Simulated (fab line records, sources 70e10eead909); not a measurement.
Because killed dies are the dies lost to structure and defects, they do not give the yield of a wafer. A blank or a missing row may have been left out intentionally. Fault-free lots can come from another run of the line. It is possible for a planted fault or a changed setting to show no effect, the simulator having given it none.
fab line records ; flow nandHarc
[record] lots = 6; wafers = 18; lastDay = 31
route steps=1302 shown A_CONTACT@1084 A_BLC@1107 END@1302
lots with no fault: from the same line, run without faults
startH: start of the lot's first displayed wafer, in hours after the record's first day ; waitH: how many hours have passed since the lot's step before this one ; " as in the row above ; L1.1+2: several wafers, shown together as one row ; - no value, or no start was given ; * or withheld: withheld ; < > ~ a bound
route shown NAME@n: names a module that has steps shown in the file, with the first one's number in the route ; usual: the fault-free wafers' mean and standard deviation ; same: alike in all rows ; chamber/n: place in a boat ; sites: each site's reading ; _std_site: the standard deviation of these ; _edge_site: the outer-site mean with the inner-site mean subtracted ; radiusMm: how far each site lies from the wafer's centre ; mask NAME#n: copy n ; behind: tool/chamber where the wafer was last shaped ; hold: why the lot was held/for how many hours/how that ended ; device: names the non-switching transistor (n, p or np) ; end of line: the same wafers' tests at the end of the route ; step lacking rows: just its recipe ; killed: dies that structure and defects cost at the first sort, which is not the same as the wafer's yield ; map: shows each die of a wafer: x if killed, . if not, _ if none is there
set.NAME: the run value of the setting; set.NAME@STEP: its run value at that earlier step ; model.NAME: the simulator's own value behind a step, which no gauge read
lots at selected steps of the route; one table per step, one row per wafer
services: from which hour (startH, from the record's first day; less than 0 if before it) a tool's chamber was out of use, for how many hours, and why
[[steps]]
[step NHARC_A_CONTACT_ETCH_30]
[recipe] targetDepthA = 726; timeS = 36.3; cf4FlowSccm = 100; chf3FlowSccm = 30; arFlowSccm = 0; rfW = 500; biasW = 200; chemistry = CF4/CHF3
[usual] drypumpMotorCurrentA = 5.6/0.49; mfcArSccm = 0.003/0.0059; oesProductAu = 0.929/0.019; rfVppV = 371.1/2.4; showerheadPlenumPTorr = 1.59/0.069; throttleValvePct = 16.802/0.0096
[same] timeS = 36.3
lot.wafer;tool;chamber;startH;waitH;drypumpMotorCurrentA;mfcArSccm;oesProductAu;rfHoursCounterH;rfVppV;showerheadPlenumPTorr;throttleValvePct
L798.3;rieDiel-08;0;-;-;6.0;0;0.945;58;373.9;1.69;16.801
L798.2;rieDiel-08;1;-;-;5.5;0;0.931;56;369.8;1.57;16.787
L798.6;rieDiel-08;1;-;-;5.5;0;0.934;-;370.7;1.57;16.809
L804.3;rieDiel-08;3;-;-;5.1;0.000;0.939;13;368.9;1.59;16.793
L804.2;rieDiel-08;1;-;-;5.5;0;0.958;8;370.7;1.57;16.811
L804.6;rieDiel-08;3;-;-;5.1;0.000;0.945;-;371.6;1.59;16.802
L810.4;rieDiel-04;0;-;-;6.0;0.005;0.912;14;372.5;1.64;16.793
L810.6;rieDiel-04;2;-;-;6.4;0;0.928;-;370.0;1.51;16.790
L810.5;rieDiel-04;3;-;-;5.0;0;0.895;-;366.9;1.47;16.811
L808.4;rieDiel-04;3;-;-;5.0;0;0.914;15;366.4;1.47;16.808
L808.1;rieDiel-04;0;-;-;6.0;0.005;0.929;14;373.4;1.64;16.799
L808.5;rieDiel-04;2;-;-;6.3;0;0.923;-;366.7;1.51;16.813
L811.4;rieDiel-10;2;-;-;5.1;0.015;0.990;20;371.5;1.67;16.810
L811.3;rieDiel-10;3;-;-;5.7;0;0.934;24;370.2;1.57;16.808
L811.1;rieDiel-10;0;-;-;5.0;0.000;0.935;24;372.2;1.67;16.796
L815.1;rieDiel-08;1;-;-;5.5;0;0.925;45;370.7;1.56;16.799
L815.3;rieDiel-08;3;-;-;5.1;0.000;0.929;50;371.8;1.59;16.807
L815.5;rieDiel-08;0;-;-;6.1;0;0.951;-;373.8;1.67;16.798
[step NHARC_A_CONTACT_ETCH_31]
[recipe] targetDepthA = 28000; overEtchFrac = 0.3; timeS = 728; ionEnergyEv = 150; o2FlowSccm = 400; cosFlowSccm = 20; arFlowSccm = 0; rfW = 500; biasW = 300; chemistry = O2/COS
[step NHARC_A_CONTACT_ETCH_134]
[recipe] sourceW = withheld; pressureMtorr = 20; biasV = withheld; timeS = 140; targetDepthA = 7000; arFlowSccm = withheld; c4f8FlowSccm = withheld; o2FlowSccm = withheld; chemistry = C4F8/O2/Ar
[step NHARC_A_CONTACT_ETCH_135]
[recipe] sourceW = withheld; pressureMtorr = 20; biasV = 1200; timeS = 311; targetDepthA = 19120; arFlowSccm = withheld; c4f8FlowSccm = withheld; o2FlowSccm = withheld; chemistry = C4F8/O2/Ar
[step NHARC_A_CONTACT_ETCH_136]
[recipe] sourceW = withheld; pressureMtorr = 20; biasV = 1200; timeS = 311; targetDepthA = 19120; arFlowSccm = withheld; c4f8FlowSccm = withheld; o2FlowSccm = withheld; chemistry = C4F8/O2/Ar
[step NHARC_A_CONTACT_ETCH_137]
[recipe] sourceW = withheld; pressureMtorr = 20; biasV = 1200; timeS = 311; targetDepthA = 19120; arFlowSccm = withheld; c4f8FlowSccm = withheld; o2FlowSccm = withheld; chemistry = C4F8/O2/Ar
[step NHARC_A_CONTACT_ETCH_138]
[recipe] sourceW = withheld; pressureMtorr = 20; biasV = 1200; timeS = 311; targetDepthA = 19140; arFlowSccm = withheld; c4f8FlowSccm = withheld; o2FlowSccm = withheld; chemistry = C4F8/O2/Ar
[step NHARC_A_CONTACT_ETCH_139]
[recipe] sourceW = withheld; pressureMtorr = 20; biasV = 400; timeS = 195; targetDepthA = 8400; arFlowSccm = withheld; c4f8FlowSccm = 11.5; o2FlowSccm = 7.2; chemistry = C4F8/O2/Ar
[step NHARC_A_CONTACT_ETCH_92]
[recipe] targetDepthA = 400; overEtchFrac = 0.5; timeS = 85.7; ionEnergyEv = 120; ch3fFlowSccm = 50; o2FlowSccm = 30; arFlowSccm = 200; rfW = 500; biasW = 100; chemistry = CH3F/O2
[step NHARC_A_CONTACT_ETCH_98]
[recipe] targetDepthA = 200; overEtchFrac = 0.5; timeS = 10; ionEnergyEv = 250; c4f6FlowSccm = 25; o2FlowSccm = 20; arFlowSccm = 500; rfW = 600; biasW = 500; chemistry = C4F6/O2
[step NHARC_A_CONTACT_CD_MEAS_15]
[usual] cdNm = 190.0/0.73
lot.wafer;tool;chamber;startH;waitH;cdNm
L798.2;cdSem-03;-;538.13;-;190.2
L798.3;cdSem-03;-;538.13;-;189.9
L798.6;cdSem-03;-;538.13;-;189.8
L804.2;cdSem-02;-;587.60;-;189.4
L804.3;cdSem-02;-;587.60;-;188.9
L804.6;cdSem-02;-;587.60;-;189.7
L810.4;cdSem-03;-;637.04;-;191.4
L810.5;cdSem-03;-;637.04;-;191.1
L810.6;cdSem-03;-;637.04;-;191.6
L808.1;cdSem-01;-;639.05;-;189.1
L808.4;cdSem-01;-;639.05;-;190.0
L808.5;cdSem-01;-;639.05;-;189.2
L811.1;cdSem-01;-;679.17;-;188.9
L811.3;cdSem-01;-;679.17;-;191.5
L811.4;cdSem-01;-;679.17;-;190.4
L815.1;cdSem-03;-;694.81;-;190.6
L815.3;cdSem-03;-;694.81;-;190.1
L815.5;cdSem-03;-;694.81;-;190.2
[step NHARC_A_CONTACT_STRIP_107]
[recipe] n2FlowSccm = 150; h2FlowSccm = 150; arFlowSccm = 0; biasW = 0; chemistry = N2/H2
[step NHARC_A_CONTACT_STRIP_108]
[recipe] cf4FlowSccm = 100; chf3FlowSccm = 30; arFlowSccm = 0; biasW = 0; chemistry = CF4/CHF3
lot.wafer;tool;chamber;startH;waitH
L798.2+3+6;rieDiel-08;0,1,1;538.32;0.1
L804.2+3+6;rieDiel-04;0,3,0;587.76;0.1
L810.4+6+5;rieDiel-08;0,1,2;637.21;0.1
L808.1+4+5;rieDiel-10;2,0,3;639.24;0.1
L811.3+1+4;rieDiel-04;0,2,3;679.34;0.1
L815.3+1+5;rieDiel-04;2,3,1;694.98;0.1
[step NHARC_A_CONTACT_STRIP_109]
[recipe] o2FlowSccm = 400; cosFlowSccm = 20; arFlowSccm = 0; biasW = 0; chemistry = O2/COS
[step NHARC_A_CONTACT_ETCH_110]
[recipe] targetDepthA = 600; overetchA = 60; timeS = 33; ionEnergyEv = 100; cf4FlowSccm = 80; o2FlowSccm = 20; arFlowSccm = 0; rfW = 300; biasW = 100; chemistry = CF4/O2
[usual] drypumpMotorCurrentA = 5.6/0.47; mfcArSccm = 0.004/0.0065; oes_ar_750_au = 1.000/0.0039; oesProductAu = 0.997/0.013; rfVppV = 198.4/1.5; showerheadPlenumPTorr = 1.36/0.056; throttleValvePct = 13.397/0.0083
[same] timeS = 33
lot.wafer;tool;chamber;startH;waitH;drypumpMotorCurrentA;mfcArSccm;oes_ar_750_au;oesProductAu;rfHoursCounterH;rfVppV;showerheadPlenumPTorr;throttleValvePct
L798.2;rieDiel-08;1;538.45;0.1;5.5;0;0.999;1.001;58;197.8;1.33;13.393
L798.3;rieDiel-08;3;538.45;0.1;5.1;0.000;0.996;0.986;62;198.4;1.36;13.409
L798.6;rieDiel-08;1;538.45;0.1;5.5;0;1.004;1.008;-;197.9;1.34;13.392
L804.2;rieDiel-04;2;587.89;0.1;6.3;0;0.999;1.000;7;198.1;1.28;13.379
L804.3;rieDiel-04;3;587.89;0.1;5.0;0;0.995;0.989;7;195.1;1.25;13.405
L804.6;rieDiel-04;2;587.89;0.1;6.3;0;1.000;0.994;-;197.0;1.28;13.401
L810.4;rieDiel-08;1;637.33;0.1;5.5;0;0.998;0.995;24;196.6;1.33;13.400
L810.5;rieDiel-08;0;637.33;0.1;6.1;0;1.001;1.022;-;199.8;1.43;13.390
L810.6;rieDiel-08;1;637.33;0.1;5.5;0;1.001;0.990;-;197.6;1.33;13.380
L808.4;rieDiel-10;1;640.40;1.1;5.5;0;1.000;0.980;12;198.1;1.41;13.389
L808.1;rieDiel-10;2;640.40;1.1;5.1;0.015;0.996;1.023;11;199.0;1.42;13.412
L808.5;rieDiel-10;0;640.40;1.1;5.0;0.000;1.011;0.988;-;200.4;1.42;13.393
L811.3;rieDiel-04;0;679.46;0.1;6.0;0.005;1.004;0.998;24;199.5;1.39;13.393
L811.1;rieDiel-04;2;679.46;0.1;6.4;0;0.996;1.018;22;196.0;1.28;13.393
L811.4;rieDiel-04;3;679.46;0.1;5.0;0;0.999;1.001;25;196.1;1.24;13.413
L815.3;rieDiel-04;2;695.10;0.1;6.4;0;0.992;0.991;25;196.9;1.28;13.372
L815.1;rieDiel-04;3;695.10;0.1;5.0;0;0.999;0.994;28;194.8;1.24;13.406
L815.5;rieDiel-04;2;695.10;0.1;6.4;0;1.005;1.004;-;197.3;1.28;13.406
[step NHARC_A_CONTACT_STRIP_26]
[recipe] o2FlowSccm = 500; arFlowSccm = 0; biasW = 0; chemistry = O2
[usual] drypumpMotorCurrentA = 5.5/0.46; mfcArSccm = 0.003/0.006; oesProductAu = 0.996/0.014; rfVppV = 57.9/0.89; showerheadPlenumPTorr = 3.59/0.15; throttleValvePct = 17.036/0.009
lot.wafer;tool;chamber;startH;waitH;drypumpMotorCurrentA;mfcArSccm;oesProductAu;rfHoursCounterH;rfVppV;showerheadPlenumPTorr;throttleValvePct
L798.3;rieDiel-08;1;-;-;5.5;0;0.996;58;57.1;3.53;17.031
L798.2;rieDiel-08;0;-;-;6.1;0;1.013;60;58.7;3.77;17.032
L798.6;rieDiel-08;3;-;-;5.1;0.000;0.982;-;57.4;3.58;17.045
L804.3;rieDiel-04;0;-;-;6.0;0.005;1.009;6;57.7;3.68;17.031
L804.2;rieDiel-04;2;-;-;6.4;0;0.992;7;57.1;3.40;17.045
L804.6;rieDiel-04;0;-;-;6.1;0.005;1.003;-;57.3;3.68;17.037
L810.4;rieDiel-08;2;-;-;6.3;0;1.002;32;57.1;3.50;17.032
L810.6;rieDiel-08;3;-;-;5.1;0.000;1.017;-;56.8;3.56;17.043
L810.5;rieDiel-08;0;-;-;6.1;0;1.031;-;59.1;3.76;17.034
L808.1;rieDiel-10;3;-;-;5.7;0;0.959;13;57.7;3.52;17.053
L808.4;rieDiel-10;2;-;-;5.1;0.015;1.020;11;57.7;3.74;17.039
L808.5;rieDiel-10;3;-;-;5.8;0;0.959;-;57.5;3.52;17.034
L811.1;rieDiel-04;3;-;-;5.0;0;0.995;25;56.1;3.29;17.044
L811.4;rieDiel-04;1;-;-;5.5;0.018;0.993;24;57.7;3.54;17.032
L811.3;rieDiel-04;2;-;-;6.4;0;1.001;22;57.3;3.39;17.035
L815.3;rieDiel-04;2;-;-;6.4;0;0.988;25;57.2;3.39;17.027
L815.1;rieDiel-04;0;-;-;6.0;0.005;1.004;27;58.9;3.67;17.052
L815.5;rieDiel-04;3;-;-;5.0;0;0.979;-;56.9;3.29;17.038
[step NHARC_A_CONTACT_STRIP_27]
[recipe] timeS = 600; tempC = 30; chemistry = postEtchResidueRemover
[step NHARC_A_CONTACT_ALD_18]
[recipe] targetThkA = 30; pulseTimeS = 1; aldCycles = 150; tempC = 450; material = TiN
[step NHARC_A_CONTACT_CVD_19]
[recipe] targetThkA = 3000; tempC = 300; pressureTorr = 40; wf6FlowSccm = 40; h2FlowSccm = 1600; arFlowSccm = 1560; timeS = 802; material = W
[usual] chamberPressureTorr = 39.99/0.087; heaterPowerW = 470/91; mfcArSccm = 1559/4.4; throttleValvePct = 8.0/0.31
[same] timeS = 802
lot.wafer;tool;chamber;startH;waitH;chamberPressureTorr;heaterPowerW;mfcArSccm;throttleValvePct
L798.2;cvdW-02;0;-;-;40.17;585;1557;7.6
L798.3;cvdW-02;1;-;-;40.05;558;1550;8.2
L798.6;cvdW-02;1;-;-;40.01;557;1555;7.9
L804.2;cvdW-02;0;-;-;39.89;576;1548;7.8
L804.3;cvdW-02;0;-;-;40.05;578;1563;7.8
L804.6;cvdW-02;0;-;-;40.02;571;1561;7.6
L810.4;cvdW-01;1;-;-;40.12;423;1551;8.1
L810.6;cvdW-01;1;-;-;39.97;409;1559;8.2
L810.5;cvdW-01;0;-;-;39.93;343;1559;8.4
L808.1;cvdW-01;1;-;-;39.87;429;1556;8.4
L808.4;cvdW-01;1;-;-;39.99;418;1557;8.2
L808.5;cvdW-01;1;-;-;40.05;416;1560;8.3
L811.1;cvdW-02;0;-;-;40.02;549;1569;7.8
L811.3;cvdW-02;1;-;-;39.91;533;1559;7.4
L811.4;cvdW-02;0;-;-;39.94;526;1560;7.9
L815.1;cvdW-02;0;-;-;40.08;536;1557;7.4
L815.3;cvdW-02;1;-;-;40.15;535;1564;7.7
L815.5;cvdW-02;0;-;-;39.94;560;1559;7.5
[step NHARC_A_CONTACT_CMP_20]
[recipe] tOverpolishS = 30; targetThkNm = 300
[step NHARC_A_CONTACT_SRD_22]
[step NHARC_A_BLC_DEHYDRATE_00]
[recipe] tempC = 150; timeS = 120
[step NHARC_A_BLC_HMDS_01]
[recipe] timeS = 30
[step NHARC_A_BLC_COAT_02]
[recipe] tempC = 260; timeS = 75
[step NHARC_A_BLC_COAT_03]
[recipe] tempC = 225; timeS = 65
[step NHARC_A_BLC_COAT_04]
[recipe] spinRpm = 1500; resistThkNm = 90
[step NHARC_A_BLC_SOFTBAKE_05]
[recipe] tempC = 105; timeS = 55
[step NHARC_A_BLC_EBR_06]
[step NHARC_A_BLC_EXPOSE_07]
[recipe] na = 1.35; targetCdNm = 100; doseMj = 67.97; maskId = A_BLC
[step NHARC_A_BLC_PEB_08]
[recipe] pebTempC = 100; pebTimeS = 65
[step NHARC_A_BLC_DEVELOP_09]
[recipe] developTimeS = 35; devTempC = 23
[step NHARC_A_BLC_CD_MEAS_10]
[recipe] targetCdNm = 100; landingEnergyEv = 500
[usual] cdNm = 99.9/0.85
lot.wafer;tool;chamber;startH;waitH;cdNm
L798.2;cdSem-03;0;541.17;-;101.0
L798.3;cdSem-03;0;541.17;-;99.7
L798.6;cdSem-03;0;541.17;-;100.8
L804.2;cdSem-01;0;590.55;-;99.1
L804.3;cdSem-01;0;590.55;-;99.2
L804.6;cdSem-01;0;590.55;-;99.9
L810.4;cdSem-01;0;640.36;-;99.7
L810.5;cdSem-01;0;640.36;-;98.2
L810.6;cdSem-01;0;640.36;-;98.9
L808.1;cdSem-01;0;643.33;-;98.5
L808.4;cdSem-01;0;643.33;-;99.2
L808.5;cdSem-01;0;643.33;-;99.2
L811.1;cdSem-03;0;681.98;-;98.0
L811.3;cdSem-03;0;681.98;-;99.9
L811.4;cdSem-03;0;681.98;-;98.0
L815.1;cdSem-03;0;697.76;-;99.2
L815.3;cdSem-03;0;697.76;-;99.3
L815.5;cdSem-03;0;697.76;-;99.5
[step NHARC_A_BLC_OVL_MEAS_11]
[usual] overlayXNm = -0.1/0.69; overlayYNm = -0.1/0.6
lot.wafer;tool;chamber;startH;waitH;overlayXNm;overlayYNm
L798.2;overlay-01;-;541.25;-;-0.5;-0.8
L798.3;overlay-01;-;541.25;-;-1.0;-0.6
L798.6;overlay-01;-;541.25;-;-0.7;-0.8
L804.2;overlay-01;-;590.63;-;1.1;0.0
L804.3;overlay-01;-;590.63;-;0.5;-0.4
L804.6;overlay-01;-;590.63;-;0.7;-0.1
L810.4;overlay-01;-;640.44;-;0.3;0.4
L810.5;overlay-01;-;640.44;-;0.7;0.5
L810.6;overlay-01;-;640.44;-;0.3;0.0
L808.1;overlay-02;-;643.42;-;1.4;-0.6
L808.4;overlay-02;-;643.42;-;2.0;-0.7
L808.5;overlay-02;-;643.42;-;1.4;-0.3
L811.1;overlay-02;-;682.07;-;-0.2;0.0
L811.3;overlay-02;-;682.07;-;-0.4;-0.7
L811.4;overlay-02;-;682.07;-;0.2;0.1
L815.1;overlay-01;-;697.85;-;-0.3;-0.1
L815.3;overlay-01;-;697.85;-;-0.3;0.2
L815.5;overlay-01;-;697.85;-;-0.9;-0.3
[step NHARC_A_BLC_DESCUM_15]
[recipe] timeS = 3; o2FlowSccm = 200; arFlowSccm = 0; biasPowerW = 0; chemistry = O2
[step NHARC_A_BLC_ETCH_16]
[recipe] targetDepthA = 390; overEtchFrac = 0.3; timeS = 65; ionEnergyEv = 80; cf4FlowSccm = 150; arFlowSccm = 0; rfW = 300; biasW = 100; chemistry = CF4
[step NHARC_A_BLC_ETCH_17]
[recipe] targetDepthA = 3900; overEtchFrac = 0.25; timeS = 609.38; ionEnergyEv = 200; n2FlowSccm = 150; h2FlowSccm = 150; arFlowSccm = 0; rfW = 400; biasW = 150; chemistry = N2/H2
[usual] drypumpMotorCurrentA = 6.0/0.42; mfcArSccm = 0.014/0.011; oesProductAu = 0.998/0.014; rfVppV = 430.5/2.6; showerheadPlenumPTorr = 2.04/0.084; throttleValvePct = 14.171/0.0098
[same] timeS = 609.38
lot.wafer;tool;chamber;startH;waitH;drypumpMotorCurrentA;mfcArSccm;oesProductAu;rfHoursCounterH;rfVppV;showerheadPlenumPTorr;throttleValvePct
L798.3;rieDiel-11;2;-;-;5.9;0;1.009;8;431.4;2.07;14.182
L798.2;rieDiel-11;0;-;-;5.8;0.020;0.984;7;430.3;1.99;14.157
L798.6;rieDiel-11;1;-;-;6.4;0.026;1.017;-;434.4;2.15;14.163
L804.3;rieDiel-07;3;-;-;6.2;0.007;1.007;9;433.1;2.05;14.168
L804.2;rieDiel-07;1;-;-;5.3;0.008;0.997;8;428.8;1.96;14.167
L804.6;rieDiel-07;0;-;-;6.6;0;0.990;-;427.6;1.93;14.187
L810.4;rieDiel-07;1;-;-;5.3;0.008;1.003;12;428.9;1.96;14.178
L810.6;rieDiel-07;2;-;-;5.2;0.022;0.995;-;426.0;1.94;14.178
L810.5;rieDiel-07;3;-;-;6.2;0.007;1.006;-;429.9;2.05;14.192
L808.1;rieDiel-11;3;-;-;6.2;0.028;1.024;1;433.8;2.14;14.184
L808.4;rieDiel-11;2;-;-;5.9;0;0.984;1;432.4;2.07;14.165
L808.5;rieDiel-11;3;-;-;6.2;0.028;1.024;-;433.6;2.14;14.173
L811.4;rieDiel-11;1;-;-;6.5;0.026;0.996;4;433.2;2.15;14.160
L811.3;rieDiel-11;2;-;-;6.0;0;0.971;3;431.7;2.07;14.168
L811.1;rieDiel-11;0;-;-;5.8;0.020;1.007;4;428.8;1.99;14.158
L815.1;rieDiel-06;0;-;-;6.1;0;1.000;8;429.2;1.95;14.166
L815.3;rieDiel-06;2;-;-;6.3;0;0.983;9;435.0;2.17;14.168
L815.5;rieDiel-06;2;-;-;6.4;0;0.979;-;433.7;2.17;14.174
[step NHARC_A_BLC_ETCH_18]
[recipe] targetDepthA = 9100; c4f8FlowSccm = 20; o2FlowSccm = 10; arFlowSccm = withheld; rfW = 600; biasW = 1500; chemistry = C4F8/O2/Ar
[step NHARC_A_BLC_CD_MEAS_19]
[usual] cdNm = 100/3
lot.wafer;tool;chamber;startH;waitH;cdNm
L798.2;cdSem-03;-;542.32;-;97
L798.3;cdSem-03;-;542.32;-;100
L798.6;cdSem-03;-;542.32;-;103
L804.2;cdSem-01;-;591.70;-;97
L804.3;cdSem-01;-;591.70;-;96
L804.6;cdSem-01;-;591.70;-;101
L810.4;cdSem-01;-;641.54;-;97
L810.5;cdSem-01;-;641.54;-;98
L810.6;cdSem-01;-;641.54;-;97
L808.1;cdSem-01;-;644.49;-;104
L808.4;cdSem-01;-;644.49;-;101
L808.5;cdSem-01;-;644.49;-;104
L811.1;cdSem-03;-;683.12;-;94
L811.3;cdSem-03;-;683.12;-;103
L811.4;cdSem-03;-;683.12;-;100
L815.1;cdSem-01;-;699.12;-;95
L815.3;cdSem-01;-;699.12;-;104
L815.5;cdSem-01;-;699.12;-;100
[step NHARC_A_BLC_STRIP_29]
[recipe] cf4FlowSccm = 150; arFlowSccm = 0; biasW = 0; chemistry = CF4
[step NHARC_END_SORT_01]
[recipe] tempC = 25
[usual] killedAtArray = 56/19; killedAtOther = 0.6/1; killedAtPeriphery = 3.9/2.7; killedDies = 61/19; killedOpen = 3.3/1.9; killedShort = 2.4/1.7
[same] grossDies = 677
lot.wafer;tool;chamber;startH;waitH;killedAtArray;killedAtOther;killedAtPeriphery;killedDies;killedOpen;killedShort
L811.1;prober-01;0;724.99;2.5;146;1;1;148;1;4
L811.3;prober-01;0;726.58;3.1;59;0;3;62;1;4
L815.3;prober-01;0;744.52;3.1;124;0;0;124;0;1
// killed by level:class
L811.1 A_CONTACT:unspecified=72 A_SLIT:chamberFilmFlake=31 A_CHANNEL_HOLE_D1:chamberFilmFlake=29 A_CONTACT:chamberFilmFlake=5 A_ONON_D1:geometricParticle:short=3 A_WL_FILL:chamberFilmFlake=3 A_ONON_D1:geometricParticle:open=1 A_CHANNEL_HOLE_D1:geometricParticle:short=1
L811.3 A_CHANNEL_HOLE_D1:chamberFilmFlake=31 A_SLIT:chamberFilmFlake=18 A_CONTACT:chamberFilmFlake=7 P_GATE:geometricParticle:open=1 P_CONTACT:geometricParticle:short=1 P_M0:geometricParticle:short=1 A_DECK1_JOINT:geometricParticle:short=1 A_CHANNEL_HOLE_D2:geometricParticle:short=1
L815.3 A_CONTACT:unspecified=71 A_SLIT:chamberFilmFlake=30 A_CHANNEL_HOLE_D1:chamberFilmFlake=9 A_SGD_CUT:chamberFilmFlake=6 A_CONTACT:chamberFilmFlake=4 A_STAIRCASE:chamberFilmFlake=2 A_CHANNEL_FILL_D2:geometricParticle:short=1 A_WL_FILL:chamberFilmFlake=1
// map L811.1 (x killed, . not)
____________.____________
_________......._________
_______..........._______
______.............______
_____.....x........._____
____............x....____
____.................____
___...x.....x..xx.....___
___........xxxxx......___
__........xxxxxxx......__
__...x.....xxxxxxx.....__
_....x.....xxxxxxx......_
_........xxxxxxxxx......_
_........xxxxxxxxx......_
_...xx....xxxxxxx......._
_..x.x.x..xxxxxxxx......_
.....x......xxxxx.......x
.x.xxx......xxx..........
..xxxxx...x.x.x..........
.xxxxx...x.xx............
..xxxx.....x.............
_.x.xx.................._
_.xx.x..xxxxx..........._
_....x....x.x..........._
_.......xxxxx..........._
_......xx.xxxx.........._
__.....x.xxx..x........__
__.......xx.x..........__
___.......xx..........___
___.......x.......x..x___
____.......x......x..____
____.................____
_____..............._____
______.............______
_______x.........._______
_________......._________
____________.____________
// map L815.3 (x killed, . not)
____________.____________
_________......._________
_______..........._______
______.............______
_____..............._____
____.................____
____.....x...xx......____
___......x...xx.......___
___....x....xxx.......___
__.......x..xxxxx.x....__
__..x..x..xxxxxxxx.....__
_..........xxxxxxx......_
_.........xxxxxxx......._
_.........xxxxxxxx......_
_.........xxxxxx..x....._
_......x..xxxxxxx......._
..........xxxxxxx.x......
....x........xxx.........
............xx...........
.............x..x........
.........xx.x............
_.......xxxx............_
_........xxxxx...x......_
_........xxx.xx........._
_........xxxxx.........._
_......x..xxxxx........._
__........xxxx.........__
__.....xxx.xx.x........__
___.............x.....___
___...x.........x.....___
____.................____
____.................____
_____..............._____
______.............______
_______....x......_______
_________....x.._________
____________.____________
[[services]]
tool;chamber;startH;hours;kind
rieDiel-07;-;511.14;0.8;repair
rieDiel-04;3;515.41;4.2;repair
rieDiel-11;-;525.59;0.2;repair
rieDiel-04;-;531.90;9.0;pm
rieDiel-08;-;541.65;3.1;repair
rieDiel-08;-;544.84;9.0;pm
cvdW-01;-;547.00;13.0;pm
rieDiel-06;3;558.29;5.9;repair
rieDiel-07;-;572.43;1.2;repair
rieDiel-11;2;579.94;2.5;repair
rieDiel-07;1;583.09;5.7;repair
rieDiel-10;-;597.01;9.0;pm
rieDiel-08;1;607.41;5.6;repair
rieDiel-11;-;609.50;9.0;pm
cvdW-02;-;631.00;13.0;pm
rieDiel-07;-;648.20;9.0;pm
rieDiel-04;2;651.55;7.8;repair
rieDiel-11;0;659.02;10.2;repair
rieDiel-06;-;661.37;9.0;pm
cvdW-01;-;662.00;1.0;repair
rieDiel-06;3;670.86;15.9;repair
rieDiel-11;-;675.13;0.6;repair
rieDiel-10;3;676.89;4.7;repair
cvdW-01;1;687.74;5.1;repair
[[key]]
[firstSign] step = NHARC_END_SORT_01; reading = killedAtArray; direction = up; sigmas = 4.2; usual = 56; struck = 135
[effect] step = NHARC_END_SORT_01; reading = killedDies; direction = up; sigmas = 4; usual = 61; struck = 136
[moreKillsBornAt] NHARC_A_CONTACT_STRIP_108@rieDiel-04 = 143
metAt NHARC_A_CONTACT_STRIP_108
struckWafers L811.1,L815.3
testerLeftOut L811,L815
[fault] kind = chamberParticleSource; tool = rieDiel-04; chamber = 2; onsetH = 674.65; steps = NHARC_A_CONTACT_STRIP_108; ratePerVisitCm2 = 0.44465; endH = 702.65
// testerLeftOut: of these lots the tester's yield and bins aren't shown, on N5 and GAA mostly nor the transistor test; their killed dies are dies lost to structure and defects alone, not to doping, threshold or leakage, so they don't give the yield
